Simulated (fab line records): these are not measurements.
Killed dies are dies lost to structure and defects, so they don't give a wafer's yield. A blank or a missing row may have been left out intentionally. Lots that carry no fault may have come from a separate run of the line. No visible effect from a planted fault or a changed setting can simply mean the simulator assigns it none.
fab line records -- flow n5_finfet
record lots=6, wafers=17, last_day=17
route steps=1938 shown HKMG_FIN@439 BEOL_M4@1111
lots with no fault: from the same line, run without faults
start_h: hours from the record's first day to the start of the lot's first wafer shown -- wait_h: hours from the lot's prior step to this one -- " repeats the value in the row above -- L1.1+2: several wafers, shown together as one row -- - value missing, or start not given -- * or withheld: withheld -- < > ~ a bound
route shown NAME@n: a module of which the file shows steps, and the number in the route of the first -- usual: mean/standard deviation taken from wafers without a fault -- same: alike in all rows -- chamber/n: place in a boat -- sites: each site's reading -- _std_site: standard deviation across them -- _edge_site: the outer-site mean with the inner-site mean subtracted -- radius_mm: for every site, how far away it sits from the centre of the wafer -- mask NAME#n: copy n -- behind: the last tool/chamber to shape the wafer -- hold: why the lot went on hold/how many hours it stayed there/how the hold came to an end -- device: whichever transistor did not switch (one of n, p or np) -- end of line: the route-end tests of the same wafers -- a step without rows: its recipe alone -- killed: dies that structure and defects cost at the first sort, which is not the same as the wafer's yield -- map: per-die view of a wafer (x killed, . not killed, _ where there is no die)
set.NAME: the setting the step ran with; set.NAME@STEP: the setting that earlier step ran with -- model.NAME: the simulator's own value behind a step, which no gauge read
a table for each step, a row for each wafer; lots at some steps of the route
services: the hour from which a tool's chamber was out of use, counted from the record's first day as start_h (under 0 if before that day), plus the number of hours and why
## steps
# step N5_HKMG_FIN_STRIP_92
# recipe chemistry=N2/H2, material=SOC, time_s=20, power_w=500, temp_c=40, pressure_mtorr=50, rf_frequency_hz=6e+07, bias_power_w=8, h2_frac=0.5, n2_flow_sccm=300, h2_flow_sccm=300
# step N5_HKMG_FIN_WET_ETCH_18
# recipe chemistry=SC1, target=TiN, mix=1:1:5, temp_c=*, time_s=55, target_depth_nm=5.2, dry=ipa_marangoni, rinse_time_s=30, rinse_temp_c=23
# step N5_HKMG_FIN_STRIP_19
# recipe chemistry=N2/H2, power_w=2500, temp_c=300, h2_frac=0.65, time_s=360, pressure_mtorr=withheld, n2_flow_sccm=1750, h2_flow_sccm=3250
# step N5_HKMG_FIN_ALD_91
# recipe material=TiN, target_thk_a=10, temp_c=400, ald_precursor_family=TiCl4, ald_co_reactant=NH3, pulse_time_s=1, purge_time_s=3, co_reactant_purge_time_s=2, co_reactant_pulse_time_s=2, ald_cycles=47, pressure_torr=3
# usual heater_power_w=875/120, precursor_pulse_height_rel=0.999/0.019
lot.wafer,tool,chamber,start_h,wait_h,heater_power_w,precursor_pulse_height_rel
L501.3,ald_metal-03,0,101.62,0.1,817,0.998
L501.4,ald_metal-03,1,101.62,0.1,782,1.004
L501.6,ald_metal-03,1,101.62,0.1,779,0.998
L502.2,ald_metal-03,1,107.98,0.3,802,0.998
L502.3,ald_metal-03,0,107.98,0.3,827,0.986
L502.4,ald_metal-03,3,107.98,0.3,845,0.997
L504.1,ald_metal-01,3,117.87,0.3,837,1.002
L504.6,ald_metal-01,1,117.87,0.3,1108,1.054
L515.1,ald_metal-04,0,183.34,0.3,1086,1.004
L515.5,ald_metal-04,0,183.34,0.3,1062,1.006
L515.6,ald_metal-04,2,183.34,0.3,772,1.016
L517.1,ald_metal-03,2,195.12,0.3,863,0.983
L517.4,ald_metal-03,1,195.12,0.3,777,1.016
L517.6,ald_metal-03,2,195.12,0.3,886,1.014
L518.1,ald_metal-04,1,203.47,0.3,782,0.985
L518.2,ald_metal-04,0,203.47,0.3,1067,0.994
L518.5,ald_metal-04,3,203.47,0.3,1002,1.020
# step N5_HKMG_FIN_COAT_85
# recipe resist=SOC, temp_c=250, time_s=60, spin_rpm=1500, resist_thk_nm=300
# step N5_HKMG_FIN_ETCH_86
# recipe chemistry=N2/H2, target=SOC, target_depth_a=3932, stop_on=TiN, ion_energy_ev=100, bias_w=61, pressure_mtorr=30, source_w=850, n2_flow_sccm=200, h2_flow_sccm=200
# usual drypump_motor_current_A=5.7/0.45, oes_product_au=0.83/0.08, rf_fwd_power_W=844.5/2.9, rf_vpp_V=241.3/1.3, showerhead_plenum_p_Torr=2.59/0.091, throttle_valve_pct=17.71/0.26
lot.wafer,tool,chamber,start_h,wait_h,drypump_motor_current_A,oes_product_au,rf_fwd_power_W,rf_hours_counter_h,rf_vpp_V,showerhead_plenum_p_Torr,throttle_valve_pct
L501.3,rie_diel-06,0,101.96,-,6.2,0.89,845.8,24,242.9,2.72,17.39
L501.4,rie_diel-06,2,101.96,-,5.1,0.92,843.4,-,241.9,2.61,17.44
L501.6,rie_diel-06,1,101.96,-,6.1,0.81,850.4,-,239.5,2.45,17.61
L502.2,rie_diel-06,2,108.33,-,5.1,0.92,844.0,7,242.3,2.61,17.44
L502.3,rie_diel-06,1,108.33,-,6.1,0.80,849.5,78,240.2,2.45,17.61
L502.4,rie_diel-06,2,108.33,-,5.1,0.92,843.2,-,242.3,2.61,17.46
L504.1,rie_diel-06,2,118.21,-,5.1,0.90,846.7,11,242.4,2.61,17.46
L504.6,rie_diel-06,1,118.21,-,6.1,0.80,846.4,-,239.4,2.45,17.60
L515.1,rie_diel-03,3,183.68,-,5.6,0.84,849.0,55,241.1,2.59,17.71
L515.5,rie_diel-03,3,183.68,-,5.6,0.83,847.4,-,239.6,2.59,17.70
L515.6,rie_diel-03,2,183.68,-,5.5,0.88,843.3,-,242.1,2.71,18.11
L517.1,rie_diel-06,2,195.62,-,5.1,0.84,849.4,40,241.6,2.59,17.51
L517.4,rie_diel-06,1,195.62,-,6.1,0.77,848.5,111,239.5,2.44,17.67
L517.6,rie_diel-06,0,195.62,-,6.1,0.83,846.2,-,242.5,2.70,17.47
L518.1,rie_diel-03,2,203.85,-,5.5,0.86,842.8,45,243.0,2.71,18.11
L518.2,rie_diel-03,0,203.85,-,6.1,0.80,839.6,105,240.1,2.56,18.20
L518.5,rie_diel-03,2,203.85,-,5.5,0.87,839.1,-,241.7,2.71,18.12
# step N5_HKMG_FIN_STRIP_89
# recipe chemistry=N2/H2, material=SOC, time_s=20, power_w=500, temp_c=40, pressure_mtorr=50, rf_frequency_hz=6e+07, bias_power_w=8, h2_frac=0.5, n2_flow_sccm=300, h2_flow_sccm=300
# usual drypump_motor_current_A=5.7/0.45, oes_product_au=0.85/0.083, rf_vpp_V=54.5/0.77, showerhead_plenum_p_Torr=3.42/0.12, throttle_valve_pct=19.1/0.38
# same time_s=20
lot.wafer,tool,chamber,start_h,wait_h,drypump_motor_current_A,oes_product_au,rf_hours_counter_h,rf_vpp_V,showerhead_plenum_p_Torr,throttle_valve_pct
L501.3,rie_diel-06,0,102.02,0.0,6.2,0.89,24,54.9,3.58,18.7
L501.4,rie_diel-06,2,102.02,0.0,5.1,0.94,-,53.6,3.44,19.0
L501.6,rie_diel-06,1,102.02,0.0,6.1,0.82,-,54.5,3.24,18.7
L502.2,rie_diel-06,2,108.39,0.0,5.1,0.94,7,55.7,3.44,19.0
L502.3,rie_diel-06,1,108.39,0.0,6.1,0.82,79,53.6,3.24,18.7
L502.4,rie_diel-06,2,108.39,0.0,5.1,0.94,-,53.7,3.44,19.0
L504.1,rie_diel-06,2,118.27,0.0,5.1,0.92,11,53.6,3.44,19.0
L504.6,rie_diel-06,1,118.27,0.0,6.1,0.81,-,53.3,3.24,18.7
L515.1,rie_diel-03,3,183.74,0.0,5.7,0.83,56,54.8,3.42,19.1
L515.5,rie_diel-03,3,183.74,0.0,5.6,0.83,-,53.9,3.42,19.1
L515.6,rie_diel-03,2,183.74,0.0,5.5,0.91,-,54.6,3.58,19.7
L517.1,rie_diel-06,2,195.68,0.0,5.1,0.87,40,54.7,3.42,19.0
L517.4,rie_diel-06,1,195.68,0.0,6.1,0.79,111,53.6,3.22,18.7
L517.6,rie_diel-06,0,195.68,0.0,6.2,0.83,-,54.6,3.56,18.7
L518.1,rie_diel-03,2,203.91,0.0,5.5,0.90,45,55.2,3.57,19.7
L518.2,rie_diel-03,0,203.91,0.0,6.2,0.81,105,55.5,3.38,19.8
L518.5,rie_diel-03,2,203.91,0.0,5.5,0.89,-,54.5,3.57,19.7
# step N5_HKMG_FIN_WET_ETCH_87
# recipe chemistry=SC1, target=TiN, mix=1:2:40, temp_c=50, time_s=154.2, target_depth_nm=4.7, dry=ipa_marangoni, rinse_time_s=30, rinse_temp_c=23
# step N5_HKMG_FIN_STRIP_88
# recipe chemistry=N2/H2, power_w=2500, temp_c=300, h2_frac=0.65, time_s=360, pressure_mtorr=withheld, n2_flow_sccm=1750, h2_flow_sccm=3250
# step N5_HKMG_FIN_NWFM_ALD_20
# recipe material=TiAlC, target_thk_a=20, temp_c=300, ald_precursor_family=TiCl4, ald_co_reactant=TEA, pulse_time_s=3, purge_time_s=2, co_reactant_purge_time_s=2, co_reactant_pulse_time_s=10, ald_cycles=7, pressure_torr=3
# usual heater_power_w=477/52, precursor_pulse_height_rel=1.002/0.019
lot.wafer,tool,chamber,start_h,wait_h,heater_power_w,precursor_pulse_height_rel
L501.3,ald_metal-04,2,102.60,0.1,430,1.003
L501.4,ald_metal-04,1,102.60,0.1,439,1.006
L501.6,ald_metal-04,0,102.60,0.1,601,1.025
L502.2,ald_metal-04,2,108.96,0.3,418,1.007
L502.3,ald_metal-04,1,108.96,0.3,436,1.012
L502.4,ald_metal-04,3,108.96,0.3,544,0.972
L504.1,ald_metal-04,0,118.84,0.3,589,1.015
L504.6,ald_metal-04,2,118.84,0.3,418,0.980
L515.1,ald_metal-01,2,184.31,0.3,458,0.994
L515.5,ald_metal-01,3,184.31,0.3,465,0.988
L515.6,ald_metal-01,2,184.31,0.3,452,0.974
L517.1,ald_metal-04,1,196.25,0.3,432,1.006
L517.4,ald_metal-04,0,196.25,0.3,598,0.998
L517.6,ald_metal-04,1,196.25,0.3,436,1.018
L518.1,ald_metal-04,0,204.49,0.3,596,0.994
L518.2,ald_metal-04,1,204.49,0.3,454,1.006
L518.5,ald_metal-04,0,204.49,0.3,593,1.015
# step N5_HKMG_FIN_ALD_71
# recipe material=TiN, target_thk_a=10, temp_c=400, ald_precursor_family=TiCl4, ald_co_reactant=NH3, pulse_time_s=1, purge_time_s=3, co_reactant_purge_time_s=2, co_reactant_pulse_time_s=2, ald_cycles=47, pressure_torr=3
# step N5_HKMG_FIN_COAT_66
# recipe resist=SOC, temp_c=250, time_s=60, spin_rpm=1500, resist_thk_nm=300
# step N5_HKMG_FIN_ETCH_67
# recipe chemistry=N2/H2, target=SOC, target_depth_a=3889, stop_on=TiN, ion_energy_ev=100, bias_w=61, pressure_mtorr=30, source_w=850, n2_flow_sccm=200, h2_flow_sccm=200
# usual drypump_motor_current_A=5.7/0.46, oes_product_au=0.81/0.089, rf_fwd_power_W=844.1/2.9, rf_vpp_V=241.3/1.3, showerhead_plenum_p_Torr=2.59/0.077, throttle_valve_pct=17.77/0.25
lot.wafer,tool,chamber,start_h,wait_h,drypump_motor_current_A,oes_product_au,rf_fwd_power_W,rf_hours_counter_h,rf_vpp_V,showerhead_plenum_p_Torr,throttle_valve_pct,model.TiN_of_HKMG_FIN_ALD_71.thk_nm
L501.3,rie_diel-02,3,103.08,-,4.9,0.84,843.4,58,242.2,2.59,17.48,1
L501.4,rie_diel-02,3,103.08,-,4.9,0.84,843.4,-,240.9,2.59,17.46,1
L501.6,rie_diel-02,2,103.08,-,5.6,0.69,843.8,-,241.4,2.50,17.91,0.8
L502.2,rie_diel-03,0,109.40,-,6.2,0.83,845.6,72,240.7,2.57,18.13,1
L502.3,rie_diel-03,2,109.40,-,5.5,0.93,839.8,13,242.5,2.72,18.05,0.4
L502.4,rie_diel-03,2,109.40,-,5.5,0.94,842.4,-,243.0,2.73,18.07,0.2
L504.1,rie_diel-02,3,119.28,-,4.9,0.83,844.3,64,242.0,2.59,17.47,1
L504.6,rie_diel-02,0,119.28,-,6.4,0.97,842.0,-,239.5,2.50,18.00,0
L515.1,rie_diel-02,0,184.75,-,6.5,0.92,841.6,27,239.5,2.49,18.03,0.8
L515.5,rie_diel-02,3,184.75,-,4.9,0.81,1044.2,-,225.3,2.58,17.51,0
L515.6,rie_diel-02,0,184.75,-,6.4,0.91,845.2,-,238.5,2.49,18.02,0
L517.1,rie_diel-02,3,196.70,-,4.9,0.80,1044.6,92,222.7,2.58,17.53,0
L517.4,rie_diel-02,0,196.70,-,6.5,0.90,842.5,-,238.7,2.49,18.04,0.8
L517.6,rie_diel-02,3,196.70,-,5.0,0.80,1046.9,-,224.5,2.58,17.50,0
L518.1,rie_diel-06,1,205.02,-,6.1,0.77,845.5,113,238.5,2.44,17.66,1
L518.2,rie_diel-06,0,205.02,-,6.1,0.83,851.5,63,242.7,2.70,17.46,1
L518.5,rie_diel-06,0,205.02,-,6.1,0.83,851.6,-,241.5,2.70,17.46,1
# step N5_HKMG_FIN_STRIP_90
# recipe chemistry=N2/H2, material=SOC, time_s=20, power_w=500, temp_c=40, pressure_mtorr=50, rf_frequency_hz=6e+07, bias_power_w=8, h2_frac=0.5, n2_flow_sccm=300, h2_flow_sccm=300
# usual drypump_motor_current_A=5.7/0.46, oes_product_au=0.83/0.096, rf_vpp_V=54.2/0.86, showerhead_plenum_p_Torr=3.41/0.098, throttle_valve_pct=19.1/0.37
# same time_s=20
lot.wafer,tool,chamber,start_h,wait_h,drypump_motor_current_A,oes_product_au,rf_hours_counter_h,rf_vpp_V,showerhead_plenum_p_Torr,throttle_valve_pct
L501.3,rie_diel-02,3,103.14,0.0,4.9,0.85,58,53.2,3.42,18.8
L501.4,rie_diel-02,3,103.14,0.0,4.9,0.86,-,54.5,3.42,18.8
L501.6,rie_diel-02,2,103.14,0.0,5.6,0.70,-,53.1,3.31,19.3
L502.2,rie_diel-03,0,109.46,0.0,6.1,0.83,72,53.2,3.40,19.7
L502.3,rie_diel-03,2,109.46,0.0,5.5,0.96,13,55.7,3.59,19.7
L502.4,rie_diel-03,2,109.46,0.0,5.5,0.96,-,55.2,3.59,19.7
L504.1,rie_diel-02,3,119.34,0.0,4.9,0.84,64,53.8,3.41,18.8
L504.6,rie_diel-02,0,119.34,0.0,6.5,1.00,-,53.7,3.31,19.4
L515.1,rie_diel-02,0,184.84,0.1,6.5,0.93,27,53.5,3.29,19.5
L515.5,rie_diel-02,3,184.84,0.1,5.0,0.82,-,55.5,3.40,18.8
L515.6,rie_diel-02,0,184.84,0.1,6.4,0.92,-,53.0,3.29,19.5
L517.1,rie_diel-02,3,196.76,0.0,4.9,0.82,92,55.9,3.40,18.8
L517.4,rie_diel-02,0,196.76,0.0,6.4,0.93,-,52.5,3.29,19.5
L517.6,rie_diel-02,3,196.76,0.0,4.9,0.81,-,53.4,3.40,18.8
L518.1,rie_diel-06,1,205.08,0.0,6.1,0.79,113,53.3,3.22,18.7
L518.2,rie_diel-06,0,205.08,0.0,6.2,0.82,64,54.3,3.56,18.7
L518.5,rie_diel-06,0,205.08,0.0,6.2,0.82,-,53.0,3.56,18.7
# step N5_BEOL_M4_RC_MEAS_101
# usual DIBL_N=36.3/1.6, DIBL_P=36.2/2, IOFF_N=0.160/0.028, IOFF_P=0.21/0.036, ION_N=677/11, ION_P=465/6.9, SS_N=71.5/0.55, SS_P=73.3/0.64, VT_N=250/3, VT_P=-250/3.5
lot.wafer,tool,chamber,start_h,wait_h,DIBL_N[mV/V],DIBL_P[mV/V],IOFF_N[nA/um],IOFF_P[nA/um],ION_N[uA/um],ION_P[uA/um],SS_N[mV/dec],SS_P[mV/dec],VT_N[mV],VT_P[mV]
L501.3,prober-01,0,200.47,0.3,34.3,35.0,0.133,0.18,672,462,70.8,72.0,251,-255
L501.4,prober-01,0,200.47,0.3,36.3,37.6,0.171,0.21,676,466,71.5,73.9,249,-252
L501.6,prober-01,0,200.47,0.3,34.3,34.3,0.136,0.18,688,469,70.8,73.1,249,-252
L502.2,prober-02,0,202.88,0.2,39.6,38.5,0.186,0.26,680,468,71.5,73.9,247,-247
L502.3,prober-02,0,202.88,0.2,40.0,39.4,0.186,0.27,678,469,72.4,74.2,247,-246
L502.4,prober-02,0,202.88,0.2,40.5,39.6,0.221,0.27,694,471,71.8,73.8,245,-244
L504.1,prober-01,0,209.38,0.0,34.4,35.6,0.137,0.18,665,458,71.1,73.2,252,-253
L504.6,prober-01,0,209.38,0.0,34.7,35.1,0.145,0.18,668,458,71.2,72.6,249,-251
L515.1,prober-01,0,280.45,0.0,36.8,37.4,0.160,0.21,682,469,71.9,73.5,252,-250
L515.5,prober-01,0,280.45,0.0,36.4,37.4,0.142,0.20,667,465,71.4,73.9,252,-250
L515.6,prober-01,0,280.45,0.0,37.4,38.1,0.176,0.22,680,465,72.3,73.5,249,-249
L517.1,prober-01,0,300.08,0.0,34.1,33.0,0.138,0.19,678,467,70.6,73.1,250,-252
L517.4,prober-01,0,300.08,0.0,34.9,32.7,0.140,0.18,689,464,71.3,73.0,252,-251
L517.6,prober-01,0,300.08,0.0,36.4,35.2,0.176,0.21,700,466,71.7,73.6,249,-250
L518.1,prober-02,0,300.11,0.0,33.7,34.0,0.133,0.18,688,476,71.1,72.9,251,-252
L518.2,prober-02,0,300.11,0.0,36.8,37.3,0.173,0.23,677,471,71.3,73.4,249,-247
L518.5,prober-02,0,300.11,0.0,34.8,35.1,0.150,0.20,670,464,71.4,73.5,250,-247
## services
tool,chamber,start_h,hours,kind
rie_diel-02,-,84.41,2.8,pm
ald_metal-01,1,86.20,15.2,repair
rie_diel-06,1,86.68,6.4,repair
rie_diel-06,3,86.70,63.1,repair
rie_diel-06,2,88.79,6.8,repair
rie_diel-06,-,92.52,4.2,repair
rie_diel-03,1,96.15,-,clean
rie_diel-03,1,96.15,-,consumable_replace:focus_ring
rie_diel-03,1,96.15,-,consumable_replace:showerhead
rie_diel-03,1,96.15,24.7,scheduled_down
rie_diel-03,1,96.15,24.7,vent_cycle
ald_metal-01,3,131.61,8.5,repair
ald_metal-01,1,152.62,6.5,repair
ald_metal-04,1,170.44,13.7,repair
rie_diel-02,2,177.14,9.3,repair
rie_diel-02,1,178.63,14.1,repair
ald_metal-04,-,186.83,8.7,pm
rie_diel-03,1,186.86,6.5,repair
rie_diel-02,1,193.11,-,clean
rie_diel-02,1,193.11,-,consumable_replace:focus_ring
rie_diel-02,1,193.11,25.0,scheduled_down
rie_diel-02,1,193.11,25.0,vent_cycle
rie_diel-03,1,202.38,5.7,repair
ald_metal-04,3,204.08,28.1,repair
## key
first_sign step=N5_HKMG_FIN_ETCH_67, reading=rf_fwd_power_W, direction=up, sigmas=69, usual=*, struck=*
effect step=N5_HKMG_FIN_ETCH_67, reading=rf_vpp_V, direction=down, sigmas=13, usual=241.3, struck=224.2
model_effect step=N5_HKMG_FIN_ETCH_67, value=TiN_of_HKMG_FIN_ALD_71.thk_nm, without=1, struck=0
met_at N5_HKMG_FIN_ETCH_67
struck_wafers L515.5,L517.1,L517.6
baseline_loss step=N5_HKMG_FIN_ETCH_86, wafers=L515.1,L515.5
onset_between 119.28 184.75
fault kind=process_parameter_drift, tool=rie_diel-02, chamber=3, onset_h=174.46, steps=N5_HKMG_FIN_ETCH_67, channel=source_w, offset=204, shape=step, end_h=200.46, acts_in=these_recipes_only, stated=850
# baseline_loss: these wafers lose ten dies or more at that step, a loss of the line's own and not of a fault; the sort's usual values leave them out
